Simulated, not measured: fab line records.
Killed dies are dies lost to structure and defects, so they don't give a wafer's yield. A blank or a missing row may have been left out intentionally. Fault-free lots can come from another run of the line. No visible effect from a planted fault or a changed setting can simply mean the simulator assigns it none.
fab line records + flow nand-harc
[record]
- lots = 13
- wafers = 39
- last-day = 24
route steps=1159 shown A_STAIRCASE@700 END@1159
lots with no fault: from the same line, run without faults
start-h: hours from the record's first day to the start of the lot's first wafer shown + wait-h: how many hours have passed since the lot's step before this one + " as in the row above + L1.1+2: one row covering several wafers at once + - either no value or no given start + * or withheld: withheld + < > ~ a bound
route shown NAME@n: NAME is a module with steps in the file, n the number in the route of the first one + usual: mean/standard deviation of fault-free wafers + same: alike in all rows + chamber/n: place in a boat + sites: each site's reading + _std_site: their standard deviation + _edge_site: inner sites' mean taken away from outer sites' mean + radius-mm: how far each site lies from the wafer's centre + mask NAME#n: copy n + behind: the last tool/chamber to shape the wafer + hold: cause of the lot's hold/its duration in hours/its outcome + device: the transistor (n, p or np) that didn't switch + end of line: the same wafers' tests at the end of the route + for a step that has no rows: nothing shown but its recipe + killed: the dies lost at the first sort to structure and to defects; this is not the yield of the wafer + map: the dies of a wafer, with x for killed, . for not killed, _ for no die there
set.NAME: the setting that was run; set.NAME@STEP: the one run at that earlier step + model.NAME: the simulator's own value behind a step, which no gauge read
steps of the route over a sample of lots; a table a step, a row a wafer
services: from which hour (start-h, from the record's first day; less than 0 if before it) a tool's chamber was out of use, for how many hours, and why
[[steps]]
[step NHARC_A_STAIRCASE_STRIP_476]
[recipe]
- time-s = 20
- o2-flow-sccm = 500
- ar-flow-sccm = 0
- bias-w = 0
- chemistry = O2
[usual]
- drypump-motor-current-A = 5.6/0.45
- o2-flow-sccm = 499.8/1.5
- oes-product-au = 1.000/0.011
- rf-vpp-V = 58.0/0.88
- showerhead-plenum-p-Torr = 3.58/0.16
- throttle-valve-pct = 17.037/0.0094
| lot.wafer | tool        | chamber | start-h | wait-h | drypump-motor-current-A | o2-flow-sccm | oes-product-au | rf-hours-counter-h | rf-vpp-V | showerhead-plenum-p-Torr | throttle-valve-pct |
|-----------|-------------|---------|---------|--------|-------------------------|--------------|----------------|--------------------|----------|--------------------------|--------------------|
| L644.1    | rie-diel-11 | 3       | 274.82  | 0.1    | 5.5                     | 500.4        | 0.993          | 21                 | 57.5     | 3.63                     | 17.046             |
| L644.4    | "           | 0       | "       | "      | 6.5                     | 500.7        | 0.984          | 29                 | 59.8     | 3.79                     | 17.030             |
| L644.6    | "           | 1       | "       | "      | 5.9                     | 501.4        | 1.002          | -                  | 56.6     | 3.35                     | 17.037             |
| L645.4    | rie-diel-10 | 2       | 277.02  | 0.1    | 5.3                     | 499.1        | 1.001          | 33                 | 58.1     | 3.46                     | 17.029             |
| L645.2    | "           | 3       | "       | "      | 6.2                     | 498.9        | 1.003          | 35                 | 58.4     | 3.30                     | 17.034             |
| L645.1    | "           | 0       | "       | "      | 5.4                     | 500.3        | 1.007          | 35                 | 58.2     | 3.54                     | 17.046             |
| L646.3    | rie-diel-09 | 2       | 279.43  | 0.1    | 5.5                     | 499.1        | 1.007          | 5                  | 57.3     | 3.53                     | 17.038             |
| L646.1    | "           | 0       | "       | "      | 5.5                     | 499.8        | 1.003          | 6                  | 57.7     | 3.46                     | 17.058             |
| L646.5    | "           | 2       | "       | "      | 5.5                     | 500.3        | 1.016          | -                  | 57.8     | 3.53                     | 17.031             |
| L649.3    | rie-diel-09 | 1       | 282.58  | 0.1    | 4.7                     | 501.1        | 0.998          | 6                  | 58.6     | 3.67                     | 17.036             |
| L649.5    | "           | 2       | "       | "      | 5.5                     | 501.2        | 1.024          | -                  | 58.4     | 3.53                     | 17.024             |
| L649.6    | "           | 3       | "       | "      | 5.7                     | 500.5        | 1.017          | -                  | 58.1     | 3.33                     | 17.045             |
| L648.2    | rie-diel-11 | 2       | 283.57  | 0.1    | 5.9                     | 500.1        | 0.993          | 26                 | 59.4     | 3.79                     | 17.050             |
| L648.4    | "           | 1       | "       | "      | 5.9                     | 500.7        | 1.003          | 33                 | 57.7     | 3.35                     | 17.043             |
| L648.5    | "           | 2       | "       | "      | 5.9                     | 498.8        | 0.999          | -                  | 57.6     | 3.79                     | 17.037             |
| L647.3    | rie-diel-10 | 0       | 289.20  | 0.1    | 5.3                     | 501.3        | 0.996          | 39                 | 57.7     | 3.54                     | 17.039             |
| L647.6    | "           | 0       | "       | "      | 5.3                     | 499.4        | 0.994          | -                  | 56.9     | 3.54                     | 17.033             |
| L647.5    | "           | 1       | "       | "      | 5.1                     | 498.9        | 0.998          | -                  | 58.9     | 3.63                     | 17.043             |
| L650.3    | rie-diel-10 | 2       | 305.76  | 0.1    | 5.3                     | 498.2        | 0.986          | 43                 | 58.1     | 3.45                     | 17.029             |
| L650.1    | "           | 0       | "       | "      | 5.3                     | 498.4        | 0.996          | 44                 | 57.3     | 3.53                     | 17.017             |
| L650.5    | "           | 3       | "       | "      | 6.2                     | 500.1        | 1.002          | -                  | 56.9     | 3.30                     | 17.034             |
| L655.4    | rie-diel-11 | 3       | 343.74  | 0.1    | 5.5                     | 500.0        | 1.002          | 48                 | 59.7     | 3.61                     | 17.016             |
| L655.6    | "           | 2       | "       | "      | 5.9                     | 500.1        | 0.975          | -                  | 58.3     | 3.78                     | 17.029             |
| L655.5    | "           | 3       | "       | "      | 5.5                     | 497.4        | 0.996          | -                  | 57.6     | 3.61                     | 17.035             |
| L661.3    | rie-diel-11 | 3       | 361.74  | 0.1    | 5.5                     | 499.6        | 1.007          | 56                 | 58.3     | 3.61                     | 17.039             |
| L661.1    | "           | 0       | "       | "      | 6.5                     | 499.9        | 0.986          | 63                 | 60.0     | 3.77                     | 17.051             |
| L661.2    | "           | 1       | "       | "      | 5.9                     | 498.2        | 0.988          | 61                 | 56.8     | 3.33                     | 17.042             |
| L663.2    | rie-diel-09 | 2       | 379.90  | 0.1    | 5.5                     | 498.0        | 0.995          | 45                 | 56.4     | 3.51                     | 17.051             |
| L663.3    | "           | 1       | "       | "      | 4.7                     | 500.8        | 0.996          | 44                 | 60.3     | 3.65                     | 17.043             |
| L663.5    | "           | 0       | "       | "      | 5.4                     | 497.9        | 1.005          | -                  | 56.7     | 3.44                     | 17.049             |
| L665.2    | rie-diel-10 | 1       | 383.48  | 0.1    | 5.1                     | 500.4        | 1.005          | 7                  | 57.6     | 3.61                     | 17.046             |
| L665.5    | "           | 2       | "       | "      | 5.3                     | 500.0        | 1.010          | -                  | 56.9     | 3.44                     | 17.043             |
| L665.6    | "           | 3       | "       | "      | 6.1                     | 500.2        | 1.002          | -                  | 58.1     | 3.80                     | 17.029             |
| L664.4    | rie-diel-10 | 2       | 384.54  | 0.1    | 5.2                     | 500.5        | 1.015          | 6                  | 56.4     | 3.44                     | 17.038             |
| L664.1    | "           | 3       | "       | "      | 6.2                     | 497.8        | 1.005          | 7                  | 57.3     | 3.80                     | 17.052             |
| L664.6    | "           | 3       | "       | "      | 6.2                     | 499.8        | 0.999          | -                  | 58.9     | 3.80                     | 17.027             |
| L667.2    | rie-diel-10 | 2       | 406.48  | 0.1    | 5.3                     | 498.7        | 1.005          | 13                 | 58.3     | 3.44                     | 17.025             |
| L667.4    | "           | 3       | "       | "      | 6.2                     | 498.1        | 0.997          | 15                 | 58.9     | 3.80                     | 17.033             |
| L667.1    | "           | 0       | "       | "      | 5.3                     | 499.9        | 1.006          | 16                 | 57.6     | 3.51                     | 17.051             |
[step NHARC_A_STAIRCASE_DEP_417]
[recipe]
- target-thk-a = 600
- step-coverage-pct = 20
- temp-c = 400
- target-thk-nm = 60
- flow-sccm = 200
- rf-w = 450
- material = Si3N4
[usual]
- heater-power-outer-w = 448/58
- heater-power-w = 748/97
| lot.wafer | tool     | chamber | start-h | wait-h | heater-power-outer-w | heater-power-w |
|-----------|----------|---------|---------|--------|----------------------|----------------|
| L644.1    | pecvd-02 | 2       | 275.00  | -      | 446                  | 814            |
| L644.6    | "        | 0       | "       | "      | 474                  | 822            |
| L644.4    | "        | 2       | "       | "      | 437                  | 822            |
| L645.2    | pecvd-03 | 0       | 277.12  | -      | 339                  | 549            |
| L645.1    | "        | 1       | "       | "      | 491                  | 762            |
| L645.4    | "        | 0       | "       | "      | 336                  | 572            |
| L646.1    | pecvd-02 | 2       | 279.59  | -      | 351                  | 655            |
| L646.3    | "        | 0       | "       | "      | 443                  | 769            |
| L646.5    | "        | 1       | "       | "      | 519                  | 814            |
| L649.3    | pecvd-04 | 0       | 282.71  | -      | 399                  | 647            |
| L649.5    | "        | 0       | "       | "      | 405                  | 674            |
| L649.6    | "        | 1       | "       | "      | 422                  | 648            |
| L648.2    | pecvd-02 | 2       | 283.71  | -      | 371                  | 711            |
| L648.5    | "        | 1       | "       | "      | 505                  | 791            |
| L648.4    | "        | 0       | "       | "      | 426                  | 764            |
| L647.3    | pecvd-04 | 0       | 289.34  | -      | 373                  | 633            |
| L647.5    | "        | 2       | "       | "      | 463                  | 834            |
| L647.6    | "        | 0       | "       | "      | 392                  | 641            |
| L650.1    | pecvd-02 | 2       | 305.92  | -      | 443                  | 784            |
| L650.3    | "        | 2       | "       | "      | 443                  | 821            |
| L650.5    | "        | 1       | "       | "      | 545                  | 852            |
| L655.5    | pecvd-03 | 1       | 344.04  | -      | 465                  | 756            |
| L655.4    | "        | 2       | "       | "      | 447                  | 804            |
| L655.6    | "        | 0       | "       | "      | 427                  | 660            |
| L661.3    | pecvd-03 | 1       | 361.84  | -      | 465                  | 767            |
| L661.1    | "        | 2       | "       | "      | 428                  | 794            |
| L661.2    | "        | 0       | "       | "      | 422                  | 653            |
| L663.2    | pecvd-02 | 0       | 380.40  | -      | 385                  | 684            |
| L663.3    | "        | 1       | "       | "      | 438                  | 723            |
| L663.5    | "        | 1       | "       | "      | 458                  | 724            |
| L665.2    | pecvd-03 | 1       | 383.61  | -      | 494                  | 800            |
| L665.6    | "        | 1       | "       | "      | 501                  | 793            |
| L665.5    | "        | 2       | "       | "      | 564                  | 949            |
| L664.1    | pecvd-03 | 1       | 384.63  | -      | 439                  | 739            |
| L664.6    | "        | 1       | "       | "      | 444                  | 723            |
| L664.4    | "        | 2       | "       | "      | 455                  | 807            |
| L667.1    | pecvd-03 | 1       | 406.62  | -      | 456                  | 760            |
| L667.2    | "        | 2       | "       | "      | 538                  | 940            |
| L667.4    | "        | 2       | "       | "      | 555                  | 972            |
[step NHARC_A_STAIRCASE_DEP_325]
[recipe]
- target-thk-a = 38000
- temp-c = 400
- target-thk-nm = 3800
- teos-flow-sccm = 200
- rf-w = 500
- material = SiO2
[usual]
- heater-power-outer-w = 402/61
- heater-power-w = 688/110
- mfc-precursor-sccm = 200.1/0.66
| lot.wafer | tool     | chamber | start-h | wait-h | heater-power-outer-w | heater-power-w | mfc-precursor-sccm |
|-----------|----------|---------|---------|--------|----------------------|----------------|--------------------|
| L645.2    | pecvd-02 | 2       | 306.35  | 0.1    | 386                  | 752            | 200.3              |
| L645.1    | "        | 1       | "       | "      | 532                  | 824            | 201.0              |
| L645.4    | "        | 2       | "       | "      | 336                  | 657            | 200.4              |
| L646.1    | pecvd-04 | 2       | 306.43  | 0.1    | 437                  | 785            | 200.7              |
| L646.3    | "        | 1       | "       | "      | 493                  | 737            | 199.1              |
| L646.5    | "        | 0       | "       | "      | 299                  | 524            | 200.3              |
| L644.1    | pecvd-03 | 0       | 306.44  | 0.2    | 398                  | 623            | 199.6              |
| L644.6    | "        | 0       | "       | "      | 335                  | 528            | 200.2              |
| L644.4    | "        | 1       | "       | "      | 360                  | 633            | 200.1              |
| L649.3    | pecvd-02 | 2       | 311.97  | 0.1    | 422                  | 761            | 199.9              |
| L649.6    | "        | 0       | "       | "      | 342                  | 637            | 200.4              |
| L649.5    | "        | 1       | "       | "      | 440                  | 701            | 199.0              |
| L648.2    | pecvd-04 | 2       | 312.05  | 0.2    | 453                  | 808            | 199.9              |
| L648.4    | "        | 2       | "       | "      | 369                  | 672            | 199.9              |
| L648.5    | "        | 0       | "       | "      | 306                  | 513            | 198.7              |
| L647.3    | pecvd-02 | 1       | 317.19  | 0.1    | 472                  | 778            | 200.8              |
| L647.5    | "        | 1       | "       | "      | 436                  | 687            | 200.8              |
| L647.6    | "        | 2       | "       | "      | 322                  | 645            | 201.1              |
| L650.3    | pecvd-03 | 2       | 336.73  | 0.1    | 538                  | 934            | 200.5              |
| L650.1    | "        | 1       | "       | "      | 404                  | 679            | 199.6              |
| L650.5    | "        | 2       | "       | "      | 417                  | 785            | 199.9              |
| L655.6    | pecvd-03 | 2       | 370.09  | 0.4    | 415                  | 775            | 200.2              |
| L655.4    | "        | 0       | "       | "      | 331                  | 511            | 200.3              |
| L655.5    | "        | 1       | "       | "      | 370                  | 631            | 200.3              |
| L661.2    | pecvd-04 | 1       | 389.89  | 0.1    | 432                  | 688            | 199.6              |
| L661.3    | "        | 2       | "       | "      | 536                  | 926            | 200.8              |
| L661.1    | "        | 0       | "       | "      | 395                  | 689            | 200.3              |
| L663.3    | pecvd-03 | 1       | 409.14  | 0.1    | -                    | -              | -                  |
| L663.2    | "        | 2       | "       | "      | -                    | -              | -                  |
| L663.5    | "        | 1       | "       | "      | -                    | -              | -                  |
| L664.1    | pecvd-04 | 0       | 409.15  | 0.1    | -                    | -              | -                  |
| L664.4    | "        | 1       | "       | "      | -                    | -              | -                  |
| L664.6    | "        | 2       | "       | "      | -                    | -              | -                  |
| L665.2    | pecvd-02 | 2       | 409.23  | 0.2    | -                    | -              | -                  |
| L665.5    | "        | 1       | "       | "      | -                    | -              | -                  |
| L665.6    | "        | 2       | "       | "      | -                    | -              | -                  |
| L667.1    | pecvd-04 | 0       | 434.49  | 0.1    | 409                  | 685            | 200.2              |
| L667.2    | "        | 2       | "       | "      | 446                  | 804            | 201.0              |
| L667.4    | "        | 2       | "       | "      | 404                  | 741            | 201.6              |
[step NHARC_A_STAIRCASE_STRIP_446]
[recipe]
- power-w = 1500
- temp-c = 250
- chemistry = O2
[usual]
- drypump-motor-current-A = 5.6/0.41
- heater-power-w = 301/40
- rf-refl-power-W = 26/16
| lot.wafer | tool            | chamber | start-h | wait-h | drypump-motor-current-A | heater-power-w | rf-hours-counter-h | rf-refl-power-W |
|-----------|-----------------|---------|---------|--------|-------------------------|----------------|--------------------|-----------------|
| L646.1    | plasma-asher-02 | 1       | 317.25  | 0.0    | 5.8                     | 315            | 42                 | 10              |
| L646.3    | "               | 0       | "       | "      | 5.2                     | 297            | -                  | 49              |
| L646.5    | "               | 0       | "       | "      | 5.3                     | 286            | -                  | 49              |
| L644.1    | plasma-asher-01 | 0       | 317.46  | 0.1    | 5.1                     | 252            | 9                  | 13              |
| L644.4    | "               | 0       | "       | "      | 5.1                     | 246            | -                  | 14              |
| L644.6    | "               | 0       | "       | "      | 5.1                     | 257            | -                  | 12              |
| L645.2    | plasma-asher-02 | 0       | 318.01  | 0.0    | 5.3                     | 290            | 42                 | 49              |
| L645.1    | "               | 1       | "       | "      | 5.8                     | 307            | 42                 | 9               |
| L645.4    | "               | 1       | "       | "      | 5.8                     | 309            | -                  | 9               |
| L649.3    | plasma-asher-01 | 1       | 322.29  | 0.2    | 6.1                     | 366            | -                  | 31              |
| L649.6    | "               | 0       | "       | "      | 5.1                     | 250            | -                  | 14              |
| L649.5    | "               | 1       | "       | "      | 6.1                     | 365            | -                  | 32              |
| L648.2    | plasma-asher-02 | 0       | 322.33  | 0.1    | 5.3                     | 290            | 44                 | 49              |
| L648.4    | "               | 1       | "       | "      | 5.8                     | 310            | -                  | 9               |
| L648.5    | "               | 0       | "       | "      | 5.3                     | 296            | -                  | 49              |
| L647.3    | plasma-asher-01 | 1       | 329.67  | 0.2    | 6.1                     | 370            | -                  | -               |
| L647.5    | "               | 0       | "       | "      | 5.1                     | 253            | -                  | -               |
| L647.6    | "               | 1       | "       | "      | 6.1                     | 366            | -                  | -               |
| L650.1    | plasma-asher-02 | 0       | 344.67  | 0.1    | 5.3                     | 289            | 53                 | 49              |
| L650.3    | "               | 0       | "       | "      | 5.2                     | 293            | -                  | 48              |
| L650.5    | "               | 0       | "       | "      | 5.3                     | 296            | -                  | 49              |
| L655.4    | plasma-asher-02 | 0       | 380.11  | 0.1    | 5.2                     | 281            | -                  | 49              |
| L655.5    | "               | 0       | "       | "      | 5.3                     | 286            | -                  | 49              |
| L655.6    | "               | 1       | "       | "      | 5.8                     | 298            | -                  | 9               |
| L661.2    | plasma-asher-02 | 1       | 401.86  | 0.0    | 5.8                     | 302            | 10                 | 10              |
| L661.1    | "               | 0       | "       | "      | 5.2                     | 284            | 10                 | 49              |
| L661.3    | "               | 1       | "       | "      | 5.9                     | 297            | -                  | 10              |
| L664.1    | plasma-asher-02 | 0       | 421.22  | 0.0    | 5.2                     | 284            | 15                 | -               |
| L664.4    | "               | 1       | "       | "      | 5.8                     | 288            | -                  | -               |
| L664.6    | "               | 0       | "       | "      | 5.3                     | 277            | -                  | -               |
| L665.2    | plasma-asher-02 | 0       | 421.55  | 0.0    | 5.3                     | 283            | 15                 | 49              |
| L665.5    | "               | 0       | "       | "      | 5.3                     | 289            | -                  | 49              |
| L665.6    | "               | 1       | "       | "      | 5.8                     | 294            | -                  | 9               |
| L663.2    | plasma-asher-02 | 1       | 421.83  | 0.3    | 5.8                     | 289            | 15                 | -               |
| L663.3    | "               | 1       | "       | "      | 5.8                     | 292            | -                  | -               |
| L663.5    | "               | 0       | "       | "      | 5.2                     | 289            | -                  | -               |
| L667.2    | plasma-asher-01 | 1       | 444.59  | 0.0    | 6.2                     | 368            | 55                 | 29              |
| L667.1    | "               | 0       | "       | "      | 5.1                     | 257            | 55                 | 14              |
| L667.4    | "               | 1       | "       | "      | 6.1                     | 372            | -                  | 31              |
[step NHARC_END_SORT_01]
[recipe]
- temp-c = 25
[usual]
- killed-at-array = 29/11
- killed-at-other = 0.7/1.1
- killed-at-periphery = 2.9/2.2
- killed-dies = 33/11
- killed-open = 3.1/1.8
- killed-short = 1.9/1.4
[same]
- gross-dies = 677
| lot.wafer | tool      | chamber | start-h | wait-h | killed-at-array | killed-at-other | killed-at-periphery | killed-dies | killed-open | killed-short |
|-----------|-----------|---------|---------|--------|-----------------|-----------------|---------------------|-------------|-------------|--------------|
| L665.2    | prober-02 | 0       | 556.04  | 2.8    | 675             | 0               | 2                   | 677         | 4           | 0            |
| L665.5    | prober-02 | 0       | 558.44  | 3.7    | 671             | 0               | 6                   | 677         | 4           | 1            |
| L665.6    | prober-02 | 0       | 559.24  | 4.0    | 676             | 0               | 1                   | 677         | 1           | 0            |
| L663.2    | prober-01 | 0       | 556.04  | 2.8    | 677             | 0               | 0                   | 677         | 4           | 1            |
| L663.3    | prober-01 | 0       | 556.84  | 3.1    | 674             | 0               | 3                   | 677         | 3           | 5            |
| L663.5    | prober-01 | 0       | 558.44  | 3.7    | 677             | 0               | 0                   | 677         | 0           | 5            |
| L664.1    | prober-01 | 0       | 563.01  | 2.5    | 670             | 1               | 6                   | 677         | 5           | 3            |
| L664.4    | prober-01 | 0       | 565.40  | 3.4    | 674             | 0               | 3                   | 677         | 5           | 4            |
| L664.6    | prober-01 | 0       | 566.99  | 4.0    | 674             | 0               | 3                   | 677         | 2           | 3            |
// killed by level:class
L665.2 A_STAIRCASE:area-dep=646 A_CHANNEL_HOLE_D1:chamber-film-flake=10 A_CONTACT:chamber-film-flake=7 A_M1:chamber-film-flake=4 A_WL_FILL:chamber-film-flake=3 P_CONTACT:geometric-particle:open=2 A_STAIRCASE:chamber-film-flake=2 A_CHANNEL_FILL_D1:geometric-particle:open=1
L663.2 A_STAIRCASE:area-dep=630 A_CHANNEL_HOLE_D1:chamber-film-flake=18 A_SLIT:chamber-film-flake=17 A_CONTACT:chamber-film-flake=4 A_CHANNEL_FILL_D1:chamber-film-flake=2 A_SOURCE_PLATE:geometric-particle:open=1 A_ONON_D1:geometric-particle:open=1 A_CHANNEL_FILL_D1:geometric-particle:open=1
L663.3 A_STAIRCASE:area-dep=626 A_CHANNEL_HOLE_D1:chamber-film-flake=18 A_SLIT:chamber-film-flake=17 A_CHANNEL_FILL_D1:geometric-particle:short=2 A_M0:geometric-particle:short=2 A_STAIRCASE:chamber-film-flake=2 A_CONTACT:chamber-film-flake=2 P_GATE:geometric-particle:short=1
L665.5 A_STAIRCASE:area-dep=649 A_CHANNEL_HOLE_D1:chamber-film-flake=7 A_STAIRCASE:chamber-film-flake=4 A_CONTACT:chamber-film-flake=4 P_BONDPAD:chamber-film-flake=3 A_CONTACT:geometric-particle:open=2 P_GATE:chamber-film-flake=2 P_M0:geometric-particle:open=1
L663.5 A_STAIRCASE:area-dep=631 A_SLIT:chamber-film-flake=17 A_CHANNEL_HOLE_D1:chamber-film-flake=16 A_CONTACT:chamber-film-flake=4 A_CHANNEL_FILL_D1:geometric-particle:short=2 A_CHANNEL_FILL_D1:chamber-film-flake=2 A_STAIRCASE:chamber-film-flake=2 A_CHANNEL_HOLE_D1:geometric-particle:short=1
L665.6 A_STAIRCASE:area-dep=658 A_CHANNEL_HOLE_D1:chamber-film-flake=12 A_CONTACT:chamber-film-flake=3 A_SOURCE_PLATE:geometric-particle:open=1 P_M0:chamber-film-flake=1 A_CHANNEL_FILL_D1:chamber-film-flake=1 A_M0:chamber-film-flake=1
L664.1 A_STAIRCASE:area-dep=630 A_CHANNEL_HOLE_D1:chamber-film-flake=18 A_SLIT:chamber-film-flake=12 A_STAIRCASE:chamber-film-flake=3 A_CONTACT:geometric-particle:open=2 P_M0:chamber-film-flake=2 A_CONTACT:chamber-film-flake=2 P_STI:geometric-particle:open=1
L664.4 A_STAIRCASE:area-dep=623 A_CHANNEL_HOLE_D1:chamber-film-flake=20 A_SLIT:chamber-film-flake=15 A_STAIRCASE:chamber-film-flake=5 A_WL_FILL:geometric-particle:short=4 A_CONTACT:chamber-film-flake=3 A_WL_FILL:geometric-particle:open=2 P_CONTACT:geometric-particle:open=1
L664.6 A_STAIRCASE:area-dep=627 A_CHANNEL_HOLE_D1:chamber-film-flake=22 A_SLIT:chamber-film-flake=13 A_CONTACT:chamber-film-flake=4 P_M0:chamber-film-flake=2 A_STAIRCASE:chamber-film-flake=2 A_ONON_D1:geometric-particle:open=1 A_ONON_D1:geometric-particle:short=1
[[services]]
| tool            | chamber | start-h | hours | kind   |
|-----------------|---------|---------|-------|--------|
| rie-diel-09     | -       | 254.16  | 9.0   | pm     |
| rie-diel-10     | 2       | 262.69  | 2.8   | repair |
| pecvd-03        | 2       | 269.38  | 10.5  | repair |
| pecvd-04        | 2       | 271.40  | 4.8   | repair |
| plasma-asher-01 | -       | 276.00  | 9.0   | pm     |
| plasma-asher-02 | -       | 286.69  | 1.3   | repair |
| pecvd-03        | -       | 292.29  | 13.0  | pm     |
| pecvd-02        | 0       | 302.36  | 5.4   | repair |
| rie-diel-11     | 1       | 303.45  | 4.2   | repair |
| rie-diel-10     | 1       | 321.61  | 9.0   | repair |
| rie-diel-10     | 2       | 332.57  | 1.5   | repair |
| pecvd-02        | -       | 334.13  | 13.0  | pm     |
| rie-diel-10     | -       | 353.52  | 9.0   | pm     |
| rie-diel-09     | 3       | 361.78  | 33.2  | repair |
| rie-diel-11     | -       | 366.57  | 9.0   | pm     |
| plasma-asher-02 | -       | 366.65  | 9.0   | pm     |
| pecvd-02        | -       | 369.29  | 1.5   | repair |
| pecvd-04        | -       | 376.13  | 13.0  | pm     |
| pecvd-03        | -       | 390.62  | 0.5   | repair |
| plasma-asher-01 | -       | 391.48  | 4.0   | repair |
| plasma-asher-01 | -       | 411.99  | 0.4   | repair |
| rie-diel-11     | 0       | 415.66  | 3.6   | repair |
| pecvd-03        | 0       | 440.29  | 4.2   | repair |
| pecvd-02        | -       | 442.43  | 0.7   | repair |
[[key]]
[first-sign]
- step = NHARC_A_STAIRCASE_DEP_325
- reading = tool-record
- direction = missing
[effect]
- step = NHARC_END_SORT_01
- reading = killed-dies
- direction = up
- sigmas = 58
- usual = 33
- struck = 677
[more-kills-born-at]
- NHARC_A_STAIRCASE_DEP_325@pecvd-02 = 1953
- NHARC_A_STAIRCASE_DEP_325@pecvd-03 = 1886
- NHARC_A_STAIRCASE_DEP_325@pecvd-04 = 1880
met-at NHARC_A_STAIRCASE_DEP_325
struck-lots L663,L664,L665
later-rows-left-out L663.2,L663.3,L663.5,L664.1,L664.4,L664.6,L665.2,L665.5,L665.6
tester-left-out L663,L664,L665
not-acting-at NHARC_A_STAIRCASE_STRIP_476,NHARC_A_STAIRCASE_DEP_417,NHARC_A_STAIRCASE_STRIP_446
onset-between 389.89 409.14
[fault]
- kind = skipped-step-whole
- tool = pecvd-02,pecvd-03,pecvd-04
- chamber = -
- onset-h = 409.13
- steps = NHARC_A_STAIRCASE_DEP_325
- scope = struck-lots-only
// tester-left-out: of these lots the tester's yield and bins aren't shown, on N5 and GAA mostly nor the transistor test; their killed dies are dies lost to structure and defects alone, not to doping, threshold or leakage, so they don't give the yield
// later-rows-left-out: the simulator's readings of these wafers behind a module that went badly wrong aren't trusted and aren't shown, but for the sort
